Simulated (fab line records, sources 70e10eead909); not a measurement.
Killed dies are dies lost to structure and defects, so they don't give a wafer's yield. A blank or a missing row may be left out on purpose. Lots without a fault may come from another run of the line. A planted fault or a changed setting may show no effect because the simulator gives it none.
Chamber matching | flow nand_harc | NHARC_P_GATE_ETCH_114 on rie_diel-05: 4 sister chambers
The step etches the open film in CF4/O2, target depth 30 nm, overetch 3 nm, time 16.5 s. 14 wafers are shown with their chamber, then 7 later ones without.

WAFERS WITH THEIR CHAMBER
wafer  | chamber | drypump_motor_current_A (A) | rf_vpp_V (V) | cf4_flow_sccm (sccm)
L390.1 | 1       | 5.4                         | 199.1        | 79.98
L390.2 | 2       | 5.6                         | 196.7        | 80.15
L390.5 | 0       | 5.2                         | 199.3        | 80.02
L392.1 | 2       | 5.6                         | 196.8        | 80.00
L392.4 | 3       | 6.2                         | 198.0        | 79.90
L392.5 | 1       | 5.5                         | 199.3        | 80.17
L394.4 | 1       | 5.5                         | 200.2        | 80.22
L394.5 | 0       | 5.2                         | 199.5        | 79.93
L394.6 | 1       | 5.4                         | 198.7        | 80.12
L398.1 | 0       | 5.2                         | 197.4        | 80.16
L398.3 | 1       | 5.4                         | 198.8        | 80.11
L398.6 | 1       | 5.4                         | 200.0        | 80.44
L400.2 | 2       | 5.6                         | 197.0        | 80.04
L400.3 | 1       | 5.4                         | 198.9        | 80.28

SIGNATURES (means of the wafers above)
reading                 | chamber 0 | chamber 1 | chamber 2 | chamber 3 | scatter within a chamber
drypump_motor_current_A | 5.200     | 5.429     | 5.600     | 6.200     | 0.0378
rf_vpp_V                | 198.733   | 199.286   | 196.833   | 198.000   | 0.696
cf4_flow_sccm           | 80.0367   | 80.1886   | 80.0633   | 79.9000   | 0.129
Rule: a wafer's distance from a chamber is the root of the sum, over the readings, of the square of ((its reading less the chamber's mean) divided by the reading's scatter). The wafer belongs to the nearest chamber; if the next one is less than 2 further off, it can't be placed. The scatter: the root of (the sum of the squares of (reading less its chamber's mean) over the shown wafers, divided by (wafers less chambers)).

WAFERS WITHOUT THEIR CHAMBER
wafer  | drypump_motor_current_A (A) | rf_vpp_V (V) | cf4_flow_sccm (sccm)
L400.6 | 5.6                         | 197.6        | 79.62
L408.1 | 5.6                         | 196.0        | 80.19
L408.4 | 5.6                         | 195.4        | 80.13
L408.5 | 5.4                         | 196.9        | 79.98
L412.1 | 5.2                         | 199.2        | 80.27
L412.2 | 5.4                         | 200.3        | 79.95
L412.6 | 5.2                         | 198.7        | 80.14

WHICH CHAMBER EACH WENT THROUGH
wafer  | from the rows above     | in truth
L400.6 | 2                       | 2
L408.1 | 2                       | 2
L408.4 | 2                       | 2
L408.5 | can't be placed: 1 or 2 | 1
L412.1 | 0                       | 0
L412.2 | 1                       | 1
L412.6 | 0                       | 0
Placed correctly: 6 of 7. Can't be placed from these rows: 1 (the true chamber is among the candidates in 1). Placed wrongly: 0.
